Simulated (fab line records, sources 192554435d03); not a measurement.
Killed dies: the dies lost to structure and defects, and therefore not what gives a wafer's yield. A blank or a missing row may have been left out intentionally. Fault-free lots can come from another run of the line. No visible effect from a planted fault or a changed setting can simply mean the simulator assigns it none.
Split-lot trial | flow n5Finfet | on a route of 1938 steps: 7 lots, 21 wafers read

== THE SPLIT ITSELF ==
At N5_BEOL_M5_TRENCH_ETCH_37 (etches SiCOH lowk in C4F6/O2, target depth 71.652 nm, time 24.7 s), the setting sourceW was moved away from the recipe's 345 W on 6 of the 21 wafers read, by -10.0% to +14.4%. For the rest of the wafers, this setting stayed at what the recipe calls for.

Reading taken at the split's own step.

== THE READING ==
rfVppV, in V, at N5_BEOL_M5_TRENCH_ETCH_37 (etches SiCOH lowk in C4F6/O2, target depth 71.652 nm, time 24.7 s). Fault-free wafers of this fab line usually give 668 V, standard deviation 5 V.

wafer  | tool, chamber at the split | sourceW as run, W | against the recipe | rfVppV, V | against lot-mates on the recipe
L074.1 | rieDiel-04, 2              | 319.7             | -7.3%              | 698       | +38
L074.4 | rieDiel-04, 0              | 319.7             | -7.3%              | 694       | +34
L074.5 | rieDiel-04, 3              | 345               | recipe             | 660       | -
L084.1 | rieDiel-02, 0              | 345               | recipe             | 667       | -
L084.2 | rieDiel-02, 2              | 318.2             | -7.8%              | 690       | +23
L084.5 | rieDiel-02, 0              | 318.2             | -7.8%              | 696       | +29
L087.3 | rieDiel-06, 1              | 345               | recipe             | 679       | -
L087.5 | rieDiel-06, 3              | 345               | recipe             | 672       | -
L087.6 | rieDiel-06, 2              | 345               | recipe             | 673       | -
L089.2 | rieDiel-06, 0              | 345               | recipe             | 670       | -
L089.4 | rieDiel-06, 2              | 345               | recipe             | 672       | -
L089.6 | rieDiel-06, 2              | 345               | recipe             | 672       | -
L086.2 | rieDiel-04, 3              | 345               | recipe             | 659       | -
L086.5 | rieDiel-04, 3              | 345               | recipe             | 660       | -
L086.6 | rieDiel-04, 0              | 394.8             | +14.4%             | 624       | -36
L093.1 | rieDiel-02, 0              | 345               | recipe             | 666       | -
L093.2 | rieDiel-02, 1              | 345               | recipe             | 669       | -
L093.4 | rieDiel-02, 0              | 310.5             | -10.0%             | 703       | +36
L094.3 | rieDiel-02, 0              | 345               | recipe             | 667       | -
L094.4 | rieDiel-02, 0              | 345               | recipe             | 668       | -
L094.5 | rieDiel-02, 1              | 345               | recipe             | 667       | -

FIT RESULTS
A straight line over all 21 wafers: rfVppV changes by -3.3 V for each +1% of sourceW; r = -0.96; the points scatter about the line by 5 V.
The same after taking each lot's own level away (the mean of its wafers on the recipe; 21 wafers): -3.26 V for each +1%; r = -0.96; scatter 4.7 V.
Per that fit: largest sourceW move, reading shift of 47 V.
The lots' own levels span 659.5 to 674.7 V, that is 3.0 times the standard deviation above.
The two slopes are in agreement: the lot-to-lot level therefore moves the slope only a little.
Check: -56.2 V against its lot-mates is what the line predicts for one of the wafers moved furthest among these (+14.4%) when that wafer is left out of the fit. Against them it came out at -35.5 V.
Tool readings at the split's step, against how far the setting was moved: rfVppV r = -0.96.

== OTHER SPLITS ON THESE WAFERS ==
Other splits were also applied to these wafers ahead of the reading. Each is held against what the fit with the lots' levels taken away leaves over:
other split on the same wafers            | wafers away from the commonest value | r with rfVppV (lot level and that fit taken away)
N5_BEOL_M0_SAQP_SPACER2_ALD_26 targetThkA | 8                                    | -0.07
N5_BEOL_M0_CUTY_ETCH_63 sourceW           | 9                                    | +0.02
N5_BEOL_M1_VIA_ETCH_34 timeS              | 8                                    | -0.19
N5_BEOL_M1_TRENCH_ETCH_37 sourceW         | 5                                    | +0.31
N5_BEOL_M2_ETCH_69 biasW                  | 5                                    | +0.62
N5_BEOL_M3_ETCH_41 targetDepthA           | 8                                    | -0.34
N5_BEOL_M4_DESCUM_33 timeS                | 7                                    | -0.11
N5_BEOL_M4_ETCH_69 cf4FlowSccm            | 6                                    | +0.08
N5_BEOL_M5_VIA_ETCH_34 biasW              | 6                                    | -0.10

== FILE'S OWN FIT ==
rfVppV changes by -3.18 V for each +1% of sourceW, r = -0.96.
